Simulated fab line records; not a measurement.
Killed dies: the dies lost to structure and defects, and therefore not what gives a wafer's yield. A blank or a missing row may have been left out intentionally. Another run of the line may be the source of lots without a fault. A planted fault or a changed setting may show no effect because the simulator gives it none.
Chamber matching || flow n5Finfet || rieDiel-05 running N5_BEOL_M2_ETCH_63: 4 sister chambers
The step etches SiARC in CF4, target depth 15.6 nm, time 26 s. 16 wafers are shown with their chamber, then 8 later ones without.

== EACH WAFER AND ITS CHAMBER ==
{"wafer": "L074.3", "chamber": 1, "showerheadPlenumPTorr (Torr)": 2.10, "throttleValvePct (%)": 15.28, "oesProductAu (a.u.)": 0.75}
{"wafer": "L074.4", "chamber": 2, "showerheadPlenumPTorr (Torr)": 2.13, "throttleValvePct (%)": 15.46, "oesProductAu (a.u.)": 0.63}
{"wafer": "L074.5", "chamber": 2, "showerheadPlenumPTorr (Torr)": 2.13, "throttleValvePct (%)": 15.45, "oesProductAu (a.u.)": 0.63}
{"wafer": "L075.2", "chamber": 3, "showerheadPlenumPTorr (Torr)": 2.22, "throttleValvePct (%)": 15.59, "oesProductAu (a.u.)": 0.64}
{"wafer": "L075.4", "chamber": 2, "showerheadPlenumPTorr (Torr)": 2.13, "throttleValvePct (%)": 15.46, "oesProductAu (a.u.)": 0.62}
{"wafer": "L075.6", "chamber": 2, "showerheadPlenumPTorr (Torr)": 2.13, "throttleValvePct (%)": 15.48, "oesProductAu (a.u.)": 0.63}
{"wafer": "L085.3", "chamber": 3, "showerheadPlenumPTorr (Torr)": 2.22, "throttleValvePct (%)": 15.60, "oesProductAu (a.u.)": 0.63}
{"wafer": "L085.4", "chamber": 1, "showerheadPlenumPTorr (Torr)": 2.09, "throttleValvePct (%)": 15.35, "oesProductAu (a.u.)": 0.72}
{"wafer": "L085.6", "chamber": 3, "showerheadPlenumPTorr (Torr)": 2.22, "throttleValvePct (%)": 15.61, "oesProductAu (a.u.)": 0.63}
{"wafer": "L091.1", "chamber": 3, "showerheadPlenumPTorr (Torr)": 2.21, "throttleValvePct (%)": 15.65, "oesProductAu (a.u.)": 0.61}
{"wafer": "L091.3", "chamber": 1, "showerheadPlenumPTorr (Torr)": 2.09, "throttleValvePct (%)": 15.37, "oesProductAu (a.u.)": 0.70}
{"wafer": "L091.4", "chamber": 2, "showerheadPlenumPTorr (Torr)": 2.12, "throttleValvePct (%)": 15.53, "oesProductAu (a.u.)": 0.61}
{"wafer": "L092.2", "chamber": 2, "showerheadPlenumPTorr (Torr)": 2.12, "throttleValvePct (%)": 15.53, "oesProductAu (a.u.)": 0.60}
{"wafer": "L092.3", "chamber": 0, "showerheadPlenumPTorr (Torr)": 2.14, "throttleValvePct (%)": 15.70, "oesProductAu (a.u.)": 0.63}
{"wafer": "L092.4", "chamber": 1, "showerheadPlenumPTorr (Torr)": 2.09, "throttleValvePct (%)": 15.35, "oesProductAu (a.u.)": 0.71}
{"wafer": "L093.3", "chamber": 3, "showerheadPlenumPTorr (Torr)": 2.21, "throttleValvePct (%)": 15.63, "oesProductAu (a.u.)": 0.61}

SIGNATURES, as means of the wafers listed above
{"reading": "showerheadPlenumPTorr", "chamber 0": 2.1400, "chamber 1": 2.0925, "chamber 2": 2.1267, "chamber 3": 2.2160, "scatter within a chamber": 0.00523}
{"reading": "throttleValvePct", "chamber 0": 15.7000, "chamber 1": 15.3375, "chamber 2": 15.4850, "chamber 3": 15.6160, "scatter within a chamber": 0.0336}
{"reading": "oesProductAu", "chamber 0": 0.6300, "chamber 1": 0.7200, "chamber 2": 0.6200, "chamber 3": 0.6240, "scatter within a chamber": 0.0156}
Rule: a wafer's distance from a chamber is the root of the sum, over the readings, of the square of ((its reading less the chamber's mean) divided by the reading's scatter). If the next closest chamber is less than 2 further off than the closest, the wafer can't be placed; otherwise it belongs to the closest. The scatter: take each reading less its chamber's mean, square it, sum over the shown wafers, divide by the number of wafers less the number of chambers, and take the root.

== WAFERS WITH NO CHAMBER GIVEN ==
{"wafer": "L093.5", "showerheadPlenumPTorr (Torr)": 2.21, "throttleValvePct (%)": 15.65, "oesProductAu (a.u.)": 0.61}
{"wafer": "L093.6", "showerheadPlenumPTorr (Torr)": 2.14, "throttleValvePct (%)": 15.68, "oesProductAu (a.u.)": 0.63}
{"wafer": "L097.1", "showerheadPlenumPTorr (Torr)": 2.14, "throttleValvePct (%)": 15.71, "oesProductAu (a.u.)": 0.61}
{"wafer": "L097.2", "showerheadPlenumPTorr (Torr)": 2.09, "throttleValvePct (%)": 15.37, "oesProductAu (a.u.)": 0.70}
{"wafer": "L097.6", "showerheadPlenumPTorr (Torr)": 2.11, "throttleValvePct (%)": 15.54, "oesProductAu (a.u.)": 0.60}
{"wafer": "L096.1", "showerheadPlenumPTorr (Torr)": 2.21, "throttleValvePct (%)": 15.66, "oesProductAu (a.u.)": 0.61}
{"wafer": "L096.3", "showerheadPlenumPTorr (Torr)": 2.14, "throttleValvePct (%)": 15.71, "oesProductAu (a.u.)": 0.62}
{"wafer": "L096.6", "showerheadPlenumPTorr (Torr)": 2.09, "throttleValvePct (%)": 15.39, "oesProductAu (a.u.)": 0.70}

== WHICH CHAMBER EACH WENT THROUGH ==
{"wafer": "L093.5", "from the rows above": 3, "in truth": 3}
{"wafer": "L093.6", "from the rows above": 0, "in truth": 0}
{"wafer": "L097.1", "from the rows above": 0, "in truth": 0}
{"wafer": "L097.2", "from the rows above": 1, "in truth": 1}
{"wafer": "L097.6", "from the rows above": 2, "in truth": 2}
{"wafer": "L096.1", "from the rows above": 3, "in truth": 3}
{"wafer": "L096.3", "from the rows above": 0, "in truth": 0}
{"wafer": "L096.6", "from the rows above": 1, "in truth": 1}
Correct placement for 8 of the 8. From these rows, 0 cannot be placed. Number placed wrongly: 0.
